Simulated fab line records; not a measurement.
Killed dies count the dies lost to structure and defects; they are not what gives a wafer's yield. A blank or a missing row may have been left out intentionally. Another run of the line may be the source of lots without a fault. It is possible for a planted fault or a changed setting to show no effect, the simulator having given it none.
Chamber matching ; flow n5 finfet ; N5_MOL_CONTACT_COAG_ETCH_110 on rie diel-05 has 4 sister chambers
The step etches Si in CF4/O2, target depth 2.5 nm, time 8 s. 4 wafers are shown with their chamber, then 9 later ones without.

== EACH WAFER AND ITS CHAMBER ==
wafer;chamber;drypump motor current A (A)
L087.3;1;6.3
L092.2;3;5.5
L092.3;2;5.7
L092.4;0;6.1

== WAFERS MISSING THEIR CHAMBER ==
wafer;drypump motor current A (A)
L097.1;5.7
L097.2;6.1
L097.6;5.5
L094.1;5.7
L094.2;6.3
L094.6;5.7
L096.1;5.4
L096.3;6.3
L096.6;5.7

== WHICH CHAMBER EACH ONE RAN IN ==
wafer;from the rows above;in truth
L097.1;2;2
L097.2;0;0
L097.6;3;3
L094.1;2;2
L094.2;1;1
L094.6;2;2
L096.1;3;3
L096.3;1;1
L096.6;2;2
Correct placement for 9 of the 9. From these rows, 0 cannot be placed. Wrongly placed: 0.
How it was worked out, from the rows above alone: a wafer's distance from a chamber is the root of the sum, over the readings, of the square of ((its reading less the chamber's mean) divided by the reading's scatter). The wafer belongs to the nearest chamber; if the next one is less than 2 further off, it can't be placed. A chamber's mean is the mean of its shown wafers. The scatter: root of mean squared gap, hidden wafer to nearest shown wafer, with one shown wafer a chamber.
